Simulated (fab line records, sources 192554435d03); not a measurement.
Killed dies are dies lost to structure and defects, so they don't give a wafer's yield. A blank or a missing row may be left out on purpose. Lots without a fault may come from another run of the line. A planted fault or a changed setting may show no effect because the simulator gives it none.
Split-lot experiment | flow n5_finfet | 7 lots, 21 wafers read, on a route of 1938 steps

THE SPLIT
At N5_MOL_CONTACT_COAG_ETCH_106 (etches SOC in N2/H2, target depth 80 nm, overetch 16 nm, time 120 s), the setting source_w was moved away from the recipe's 840 W on 12 of the 21 wafers read, by -16.4% to +10.3%. The other wafers ran this setting at the recipe's value.

The reading is taken at the split's own step.

THE READING
rf_vpp_V, in V, at N5_MOL_CONTACT_COAG_ETCH_106 (etches SOC in N2/H2, target depth 80 nm, overetch 16 nm, time 120 s). Fault-free wafers of this fab line usually give 523.2 V, standard deviation 2.3 V.

wafer  | tool, chamber at the split | source_w as run, W | against the recipe | rf_vpp_V, V | against lot-mates on the recipe
L078.4 | rie_diel-01, 1             | 840                | recipe             | 522.7       | -
L078.5 | rie_diel-01, 1             | 702.6              | -16.4%             | 555.6       | +32.9
L078.6 | rie_diel-01, 0             | 702.6              | -16.4%             | 553.6       | +30.9
L080.3 | rie_diel-01, 3             | 840                | recipe             | 523.4       | -
L080.4 | rie_diel-01, 1             | 840                | recipe             | 523.6       | -
L080.5 | rie_diel-01, 0             | 840                | recipe             | 522.1       | -
L081.1 | rie_diel-01, 0             | 774.2              | -7.8%              | 535.8       | +13.9
L081.2 | rie_diel-01, 2             | 774.2              | -7.8%              | 538.2       | +16.3
L081.5 | rie_diel-01, 1             | 840                | recipe             | 521.9       | -
L084.1 | rie_diel-01, 1             | 840                | recipe             | 522.0       | -
L084.4 | rie_diel-01, 0             | 840                | recipe             | 521.3       | -
L084.5 | rie_diel-01, 1             | 840                | recipe             | 522.8       | -
L093.1 | rie_diel-03, 0             | 840                | recipe             | 524.0       | -
L093.3 | rie_diel-03, 1             | 926.1              | +10.3%             | 506.7       | -17.3
L093.6 | rie_diel-03, 0             | 926.1              | +10.3%             | 507.5       | -16.5
L096.3 | rie_diel-03, 3             | 746.4              | -11.1%             | 542.4       | no lot-mate on the recipe
L096.4 | rie_diel-03, 3             | 746.4              | -11.1%             | 541.2       | no lot-mate on the recipe
L096.5 | rie_diel-03, 0             | 746.4              | -11.1%             | 544.2       | no lot-mate on the recipe
L097.1 | rie_diel-03, 1             | 793.9              | -5.5%              | 531.8       | no lot-mate on the recipe
L097.3 | rie_diel-03, 0             | 793.9              | -5.5%              | 532.1       | no lot-mate on the recipe
L097.6 | rie_diel-03, 3             | 793.9              | -5.5%              | 530.8       | no lot-mate on the recipe

THE FIT
A straight line over all 21 wafers: rf_vpp_V changes by -1.78 V for each +1% of source_w; r = -0.99; the points scatter about the line by 1.6 V.
The same after taking each lot's own level away (the mean of its wafers on the recipe; 15 wafers): -1.86 V for each +1%; r = -1.00; scatter 1.2 V.
On that fit, the largest move of source_w shifts the reading by 30 V.
The lots' own levels span 521.90 to 524.00 V, that is 0.9 times the standard deviation above.
So the lot-to-lot level changes the slope little: the two slopes agree.
Check: with one of the wafers moved furthest among these (-16.4%) left out of the fit, the line predicts +30 V for it against its lot-mates. It came out at +32.9 V against them.
Tool readings at the split's step, against how far the setting was moved: rf_vpp_V r = -0.99.

OTHER SPLITS ON THESE WAFERS
These wafers also went through other splits before the reading. Each is held against what the fit with the lots' levels taken away leaves over:
other split on the same wafers | wafers away from the commonest value | r with rf_vpp_V (lot level and that fit taken away)
N5_SDB_EXPOSE_08 dose_mj       | 5                                    | +0.64
N5_HKMG_FIN_ETCH_54 source_w   | 9                                    | -0.43
N5_HKMG_FIN_ETCH_58 bias_w     | 4                                    | +0.05
N5_HKMG_FIN_EXPOSE_09 dose_mj  | 8                                    | +0.20

THE FILE'S OWN FIT
rf_vpp_V changes by -1.88 V for each +1% of source_w, r = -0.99.
